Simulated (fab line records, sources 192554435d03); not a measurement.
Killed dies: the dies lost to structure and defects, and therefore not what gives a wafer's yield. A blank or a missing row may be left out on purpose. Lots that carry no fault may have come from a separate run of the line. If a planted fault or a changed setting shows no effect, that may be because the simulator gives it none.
Which of the tools did it?	flow n5_finfet	21 wafers from 7 lots sampled at 8 of the route's 1938 steps

## WHAT THE GAUGES SHOWED, per wafer
N5_BEOL_M11_THK_MEAS_53: measures by xrf. Usual: M11_THK 139 nm, standard deviation 3.4.
lot	measured	on	M11_THK (nm)	flag
L182	day 10 19:11	film_metro-02	137 135 135	
L186	day 11 22:49	film_metro-01	145 141 139	
L190	day 12 19:17	film_metro-02	137 140 136	
L191	day 13 01:05	film_metro-02	139 137 139	
L194	day 14 05:47	film_metro-02	139 96 140	OFF
L196	day 14 16:29	film_metro-02	97 139 140	OFF
L198	day 14 22:53	film_metro-02	137 138 141	

N5_BEOL_M11_RS_MEAS_57: measurement is done with a four-point probe. Usual: M11_RS 0.153 ohm/sq, standard deviation 0.0042.
lot	measured	on	M11_RS (ohm/sq)	flag
L182	day 10 19:19	film_metro-01	0.156 0.158 0.158	
L186	day 11 22:56	film_metro-01	0.145 0.150 0.152	
L190	day 12 19:37	film_metro-02	0.155 0.152 0.157	
L191	day 13 01:12	film_metro-01	0.152 0.155 0.153	
L194	day 14 05:54	film_metro-02	0.152 0.228 0.151	OFF
L196	day 14 16:37	film_metro-01	0.228 0.153 0.152	OFF
L198	day 14 23:01	film_metro-01	0.154 0.154 0.150	

N5_BEOL_M15_RC_MEAS_101. Usual: COMB_M10 1.5e-11 S/m, standard deviation 3.3e-12; COMB_M10_max_site 2.1e-11 S/m, standard deviation 4.6e-12; COMB_M12 7e-12 S/m, standard deviation 1.5e-12; COMB_M13 5.4e-12 S/m, standard deviation 1.1e-12; COMB_M13_max_site 7.5e-12 S/m, standard deviation 1.7e-12; COMB_M14 3.9e-12 S/m, standard deviation 1e-12; COMB_M15 3e-12 S/m, standard deviation 8e-13; COMB_M5 3.6e-11 S/m, standard deviation 7.3e-12; COMB_M6 2.7e-11 S/m, standard deviation 4.4e-12; COMB_M7 2.6e-11 S/m, standard deviation 5.2e-12; COMB_M8 2.7e-11 S/m, standard deviation 5.3e-12; COMB_M9 1.52e-11 S/m, standard deviation 2.9e-12; SERP_M10 3.00 ohm/um, standard deviation 0.11; SERP_M11 3.12 ohm/um, standard deviation 0.096; SERP_M11_max_site 3.20 ohm/um, standard deviation 0.11; SERP_M12 0.636 ohm/um, standard deviation 0.021; SERP_M13 0.312 ohm/um, standard deviation 0.0068; SERP_M14 0.159 ohm/um, standard deviation 0.0059; SERP_M5 39.4 ohm/um, standard deviation 1.8; SERP_M6 13.6 ohm/um, standard deviation 0.64; SERP_M7 14.1 ohm/um, standard deviation 0.64; SERP_M8 14.0 ohm/um, standard deviation 0.79; SERP_M9 3.09 ohm/um, standard deviation 0.09; SERP_M9_max_site 3.18 ohm/um, standard deviation 0.094.
lot	measured	on	COMB_M10 (S/m)	COMB_M10_max_site (S/m)	COMB_M12 (S/m)	COMB_M13 (S/m)	COMB_M13_max_site (S/m)	COMB_M14 (S/m)	COMB_M15 (S/m)	COMB_M5 (S/m)	COMB_M6 (S/m)	COMB_M7 (S/m)	COMB_M8 (S/m)	COMB_M9 (S/m)	SERP_M10 (ohm/um)	SERP_M11 (ohm/um)	SERP_M11_max_site (ohm/um)	SERP_M12 (ohm/um)	SERP_M13 (ohm/um)	SERP_M14 (ohm/um)	SERP_M5 (ohm/um)	SERP_M6 (ohm/um)	SERP_M7 (ohm/um)	SERP_M8 (ohm/um)	SERP_M9 (ohm/um)	SERP_M9_max_site (ohm/um)	flag
L182	day 11 17:53	prober-01	1.2e-11 1.1e-11 1.2e-11	1.8e-11 1.9e-11 1.6e-11	4.4e-12 7.4e-12 4.1e-12	5.5e-12 5.5e-12 4e-12	6.7e-12 6.6e-12 5.2e-12	2.4e-12 2.9e-12 2e-12	1.8e-12 2e-12 2.4e-12	2.8e-11 2.7e-11 3e-11	2.3e-11 1.8e-11 2.6e-11	3.3e-11 2.4e-11 3.1e-11	2.5e-11 2.5e-11 1.8e-11	1.54e-11 1.82e-11 9.9e-12	3.12 2.77 2.86	3.04 3.26 3.12	3.09 3.38 3.20	0.648 0.676 0.650	0.306 0.311 0.307	0.152 0.154 0.164	39.3 41.2 39.7	13.6 14.4 13.1	14.3 14.5 13.3	14.8 13.6 14.1	3.19 3.03 3.16	3.26 3.14 3.21	
L186	day 13 03:22	prober-01	1.1e-11 1.2e-11 1.3e-11	1.4e-11 1.7e-11 2.1e-11	4.6e-12 6.6e-12 5.8e-12	3.4e-12 4.6e-12 4.6e-12	5.6e-12 7.2e-12 7.4e-12	3.1e-12 2.8e-12 3.5e-12	2.9e-12 3e-12 3.4e-12	3.8e-11 4.2e-11 2.8e-11	2.4e-11 3e-11 2.3e-11	1.8e-11 2.9e-11 2.2e-11	3e-11 3e-11 1.9e-11	1.55e-11 1.28e-11 1.67e-11	2.90 3.16 2.98	2.91 2.98 3.08	2.96 3.02 3.14	0.594 0.646 0.607	0.305 0.304 0.305	0.151 0.149 0.161	42.2 38.7 41.2	13.7 13.8 13.3	14.2 15.3 13.9	13.1 13.3 13.3	3.23 3.09 3.09	3.32 3.14 3.15	
L190	day 13 20:14	prober-02	1.4e-11 1.8e-11 1.6e-11	2.1e-11 2.5e-11 2.8e-11	8.4e-12 6.7e-12 7e-12	4.4e-12 6.3e-12 6.7e-12	6.2e-12 8.3e-12 9.5e-12	3.6e-12 4.2e-12 4e-12	3.9e-12 4.8e-12 3.4e-12	4.2e-11 5.5e-11 3.9e-11	3.7e-11 2.8e-11 3.6e-11	2.4e-11 2e-11 2.8e-11	2.7e-11 3.1e-11 3e-11	1.27e-11 1.36e-11 1.38e-11	3.17 2.92 2.96	3.08 3.11 3.16	3.19 3.16 3.27	0.616 0.646 0.627	0.311 0.323 0.302	0.158 0.172 0.157	37.0 36.1 38.3	13.1 16.0 13.7	13.0 14.2 13.4	13.4 15.4 13.4	3.14 2.97 3.19	3.20 3.29 3.33	
L191	day 14 03:44	prober-02	1.7e-11 1.2e-11 9e-12	2.5e-11 1.6e-11 1.5e-11	7e-12 7.4e-12 9.3e-12	5.9e-12 6.2e-12 6.2e-12	7.3e-12 7.3e-12 7e-12	6.4e-12 5.2e-12 3.9e-12	4e-12 4.1e-12 4.3e-12	4.1e-11 4.2e-11 3e-11	3.5e-11 2.6e-11 2.4e-11	2.5e-11 2.8e-11 2.3e-11	2.7e-11 3.5e-11 3.3e-11	1.32e-11 1.31e-11 1.56e-11	3.02 3.01 3.07	3.11 3.19 3.10	3.15 3.26 3.16	0.631 0.642 0.654	0.313 0.313 0.309	0.146 0.158 0.151	38.2 38.3 39.3	12.8 13.4 13.8	15.0 15.0 14.7	14.2 14.4 14.4	3.23 3.19 3.14	3.35 3.25 3.23	
L194	day 15 09:57	prober-01	1.5e-11 1.1e-11 1.9e-11	2.2e-11 1.9e-11 2.9e-11	4.6e-12 6e-12 5.8e-12	4.3e-12 5.1e-12 6.2e-12	5.1e-12 5.8e-12 8.5e-12	2.8e-12 3.4e-12 2.2e-12	2.4e-12 1.8e-12 3.2e-12	3.8e-11 2.9e-11 4.2e-11	3e-11 2.2e-11 2.7e-11	2.1e-11 2.7e-11 2.8e-11	2.4e-11 2e-11 2e-11	1.6e-11 1.59e-11 1.49e-11	2.95 2.91 2.86	3.08 4.59 3.14	3.11 5.04 3.18	0.663 0.664 0.643	0.304 0.323 0.303	0.157 0.156 0.158	39.9 39.8 41.1	13.8 14.0 14.1	14.5 14.4 14.0	13.6 13.5 13.7	3.17 2.96 3.11	3.25 3.07 3.17	OFF
L196	day 15 18:58	prober-02	1.7e-11 1.3e-11 2.2e-11	2.3e-11 1.4e-11 3.6e-11	7.6e-12 9.6e-12 1e-11	4.3e-12 6.2e-12 6e-12	6.3e-12 7.3e-12 6.9e-12	4.7e-12 5.3e-12 5.4e-12	3.3e-12 3.1e-12 3.4e-12	3.6e-11 3.1e-11 4.1e-11	2.3e-11 2.7e-11 2.5e-11	2.1e-11 2.4e-11 2.3e-11	2.6e-11 2.6e-11 2.1e-11	1.61e-11 1.76e-11 1.13e-11	3.09 2.94 2.98	4.69 3.15 3.06	4.73 3.21 3.15	0.638 0.644 0.608	0.301 0.305 0.309	0.163 0.161 0.156	41.4 37.8 41.6	13.2 13.2 13.3	14.2 13.7 14.0	14.4 14.5 14.1	3.00 2.99 3.14	3.14 3.11 3.19	OFF
L198	day 15 21:47	prober-01	1.2e-11 1.2e-11 1.3e-11	2.3e-11 2.1e-11 1.5e-11	5.9e-12 6.1e-12 5.3e-12	4.7e-12 5.9e-12 4.7e-12	5.3e-12 7.3e-12 7.5e-12	4.4e-12 3.2e-12 3.8e-12	2.2e-12 2.3e-12 1.6e-12	3.4e-11 3.7e-11 3.1e-11	2.7e-11 3.4e-11 3.7e-11	2.5e-11 2.4e-11 1.9e-11	2.3e-11 2e-11 2.4e-11	1.33e-11 2.24e-11 1.76e-11	2.98 3.27 3.09	3.15 3.18 3.15	3.20 3.25 3.21	0.581 0.599 0.601	0.314 0.317 0.315	0.154 0.165 0.161	39.0 41.7 40.4	14.1 14.1 15.1	14.6 14.2 14.2	12.7 13.2 12.8	2.97 3.04 3.07	3.11 3.21 3.25	

## WHICH TOOL RAN EACH LOT (tool, then ch and the chambers of the sampled wafers, then the start)
lot	N5_BEOL_M11_ETCH_66	N5_BEOL_M11_TRENCH_ETCH_37	N5_BEOL_M11_ECD_50	N5_BEOL_M11_CMP_52	N5_BEOL_M11_DEP_56
L182	rie_diel-02 ch 0,2,3, day 10 14:43	rie_diel-02 ch 0,2,3, day 10 18:19 or earlier	ecd_cu-02 ch 0,1, day 10 18:19	cmp-03 ch 0,1,3, day 10 18:53	pecvd-01 ch 0,1, day 10 19:15
L186	rie_diel-06 ch 0,1,2, day 11 19:28	rie_diel-06 ch 0,1,2, day 11 22:05 or earlier	ecd_cu-02 ch 0,1, day 11 22:05	cmp-02 ch 0,2,3, day 11 22:32	pecvd-04 ch 0,1, day 11 22:53
L190	rie_diel-02 ch 1,2, day 12 16:52	rie_diel-02 ch 1,2, day 12 18:29 or earlier	ecd_cu-01 ch 0,1, day 12 18:29	cmp-04 ch 0,1,2, day 12 19:01	pecvd-01 ch 0,1,2, day 12 19:20
L191	rie_diel-05 ch 0,1, day 12 20:11	rie_diel-05 ch 0,1, day 13 00:07 or earlier	ecd_cu-02 ch 0,1, day 13 00:07	cmp-03 ch 0,2, day 13 00:49	pecvd-02 ch 0,2, day 13 01:08
L194	rie_diel-06 ch 0,3, day 14 03:10	rie_diel-06 ch 0,3, day 14 04:52 or earlier	ecd_cu-02 ch 0,1, day 14 04:52	cmp-03 ch 1,2, day 14 05:31	pecvd-01 ch 1,2, day 14 05:50
L196	rie_diel-02 ch 0,2,3, day 14 12:44	rie_diel-02 ch 0,2,3, day 14 14:52 or earlier	ecd_cu-02 ch 0,1, day 14 14:52	cmp-04 ch 0,2,3, day 14 16:16	pecvd-02 ch 0,1,2, day 14 16:34
L198	rie_diel-06 ch 1,3, day 14 20:09	rie_diel-06 ch 1,3, day 14 22:11 or earlier	ecd_cu-01 ch 0, day 14 22:11	cmp-04 ch 0,1,3, day 14 22:38	pecvd-01 ch 0,2, day 14 22:57
- N5_BEOL_M11_ETCH_66: etches SOC in N2/H2, target depth 120 nm, overetch 24 nm, time 180 s.
- N5_BEOL_M11_TRENCH_ETCH_37: etches SiCOH lowk in C4F6/O2, target depth 148.83 nm, time 48 s.
- N5_BEOL_M11_ECD_50: material Cu, target thk 318 nm.
- N5_BEOL_M11_CMP_52: polishes, stops on SiCOH lowk, t overpolish 7 s, target thk 140 nm.
- N5_BEOL_M11_DEP_56: deposits SiCN from 3MS/NH3, target thk 30 nm, time 10.5 s.

## WHAT THE TOOLS THEMSELVES READ (means of the sampled wafers that have a number; where no wafer has one, the mark that the record gives instead)
N5_BEOL_M11_ETCH_66. Usual: drypump_motor_current_A 5.5 A, standard deviation 0.41; oes_product_au 0.64 a.u., standard deviation 0.048; rf_vpp_V 524.1 V, standard deviation 2.8; showerhead_plenum_p_Torr 2.55 Torr, standard deviation 0.1; throttle_valve_pct 17.75 %, standard deviation 0.22.
lot	tool	drypump_motor_current_A (A)	oes_product_au (a.u.)	rf_vpp_V (V)	showerhead_plenum_p_Torr (Torr)	throttle_valve_pct (%)	flag
L182	rie_diel-02	5.5	0.59	525.1	2.56	17.89	
L186	rie_diel-06	5.3	0.71	524.5	2.58	17.53	
L190	rie_diel-02	5.9	0.58	522.5	2.47	17.80	
L191	rie_diel-05	5.9	0.67	525.1	2.59	17.99	
L194	rie_diel-06	5.8	0.64	520.5	2.40	17.50	
L196	rie_diel-02	5.5	0.57	524.0	2.55	17.94	
L198	rie_diel-06	5.5	0.64	519.1	2.37	17.44	

N5_BEOL_M11_TRENCH_ETCH_37. Usual: drypump_motor_current_A 5.5 A, standard deviation 0.41; oes_f_703_au 0.80 a.u., standard deviation 0.061; oes_product_au 0.78 a.u., standard deviation 0.059; rf_vpp_V 656 V, standard deviation 21; showerhead_plenum_p_Torr 2.85 Torr, standard deviation 0.096; throttle_valve_pct 20.85 %, standard deviation 0.14.
lot	tool	drypump_motor_current_A (A)	oes_f_703_au (a.u.)	oes_product_au (a.u.)	rf_vpp_V (V)	showerhead_plenum_p_Torr (Torr)	throttle_valve_pct (%)	flag
L182	rie_diel-02	5.5	0.73	0.72	656	2.87	20.98	
L186	rie_diel-06	5.2	0.91	0.89	650	2.89	20.72	
L190	rie_diel-02	5.9	0.72	0.71	635	2.77	20.94	
L191	rie_diel-05	5.9	0.85	0.83	655	2.90	21.04	
L194	rie_diel-06	5.8	0.80	0.79	644	2.72	20.70	
L196	rie_diel-02	5.5	0.71	0.70	655	2.86	21.02	
L198	rie_diel-06	5.5	0.82	0.80	630	2.68	20.68	

N5_BEOL_M11_CMP_52. Usual: motor_current_A 6.5 A, standard deviation 0.96; time_to_endpoint_s 66 s, standard deviation 4.1.
lot	tool	motor_current_A (A)	time_to_endpoint_s (s)	flag
L182	cmp-03	6.3	65	
L186	cmp-02	6.1	65	
L190	cmp-04	6.2	69	
L191	cmp-03	5.6	66	
L194	cmp-03	7.8	49	OFF
L196	cmp-04	6.2	54	
L198	cmp-04	6.9	66	

N5_BEOL_M11_DEP_56. Usual: showerhead_plenum_p_Torr 4.152 Torr, standard deviation 0.022; throttle_valve_pct 18.8 %, standard deviation 1.1.
lot	tool	showerhead_plenum_p_Torr (Torr)	throttle_valve_pct (%)	flag
L182	pecvd-01	4.178	20.1	
L186	pecvd-04	4.153	19.8	
L190	pecvd-01	4.165	18.9	
L191	pecvd-02	4.146	19.0	
L194	pecvd-01	4.190	19.9	
L196	pecvd-02	4.154	18.6	
L198	pecvd-01	4.138	18.1	

## THE ANSWER, worked out from the rows above alone
Rule: a lot counts as off when the mean over its wafers that have a number is more than 3 standard deviations away from the usual mean. Also off: a lot with no number at a reading for which 4 or more lots have one. Where the step has rows for the other lots, those lots are counted as sound. First the gauges in route order, then the tools' own readings, where a lot's mean is used as printed above. At the first step where some lot is off, the reading lying furthest off is the one used; lots without a number count as furthest.
Off: L194, L196, at N5_BEOL_M11_THK_MEAS_53 (M11_THK).
If a tool, at a process step before that reading, ran all the lots that are off and no sound lot after the first of them, it fits. Not tried: the gauges at N5_BEOL_M11_THK_MEAS_53; whatever is off there is also off at N5_BEOL_M15_RC_MEAS_101, on other tools, and gauge error can't account for it. N5_BEOL_M11_TRENCH_ETCH_37 gives no start for some lots, so the hours and the order of its lots are those of N5_BEOL_M11_ECD_50. One fits: ecd_cu-02 at N5_BEOL_M11_ECD_50. Its last sound lot is L191 (day 13 00:07), its first lot that is off L194 (day 14 04:52): a fault that began between those two fits.

## WHAT THE SIMULATOR PUT IN
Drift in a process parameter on ecd_cu-02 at N5_BEOL_M11_ECD_50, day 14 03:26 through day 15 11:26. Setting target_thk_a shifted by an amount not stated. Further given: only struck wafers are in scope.
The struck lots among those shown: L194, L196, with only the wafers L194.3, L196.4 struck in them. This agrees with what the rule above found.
